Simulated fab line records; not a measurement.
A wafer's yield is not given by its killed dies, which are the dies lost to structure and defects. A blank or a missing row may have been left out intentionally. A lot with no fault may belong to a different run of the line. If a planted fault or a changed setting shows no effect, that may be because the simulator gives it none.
Chamber matching	flow nand-harc	NHARC_A_BLC_DESCUM_15 on rie-diel-05: 4 sister chambers
The step chemistry O2, time 3 s. 8 wafers are shown with their chamber, then 11 later ones without.

== EACH WAFER AND ITS CHAMBER ==
wafer	chamber	drypump-motor-current-A (A)	rf-vpp-V (V)
L077.5	2	5.9	56.2
L082.1	2	5.9	58.6
L082.6	3	5.8	59.0
L081.6	0	5.8	56.4
L085.1	0	5.8	56.9
L085.2	1	5.8	58.5
L085.5	3	5.8	58.2
L086.2	1	5.9	56.5

== WAFERS WHOSE CHAMBER IS MISSING ==
wafer	drypump-motor-current-A (A)	rf-vpp-V (V)
L086.4	5.9	57.5
L086.6	6.0	56.6
L090.2	5.9	57.3
L090.3	5.8	58.5
L090.4	5.8	57.5
L091.2	5.9	58.8
L091.4	5.7	58.2
L091.5	5.9	56.9
L095.1	5.8	54.9
L095.3	5.8	56.7
L095.5	5.8	58.5

== CHAMBER TAKEN BY EACH ==
wafer	from the rows above	in truth
L086.4	can't be placed: 2 or 1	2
L086.6	can't be placed: 2 or 1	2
L090.2	can't be placed: 2 or 1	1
L090.3	can't be placed: 3 or 0 or 1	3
L090.4	can't be placed: 0 or 3 or 1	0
L091.2	can't be placed: 2 or 1 or 3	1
L091.4	can't be placed: 3 or 0 or 1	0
L091.5	can't be placed: 2 or 1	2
L095.1	can't be placed: 0 or 1 or 3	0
L095.3	can't be placed: 0 or 1 or 3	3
L095.5	can't be placed: 3 or 0 or 1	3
Correctly placed: 0 of 11. Cannot be placed on the basis of these rows: 11; the candidates contain the true chamber in 11. 0 placed wrongly.
How it was worked out, from the rows above alone: a wafer's distance from a chamber is the root of the sum, over the readings, of the square of ((its reading less the chamber's mean) divided by the reading's scatter). If the next closest chamber is less than 2 further off than the closest, the wafer can't be placed; otherwise it belongs to the closest. For every chamber, the mean is computed from those of its wafers that are shown. The scatter is the square root of a quotient: the sum, over the shown wafers, of each reading's squared deviation from its chamber's mean, divided by wafers minus chambers.
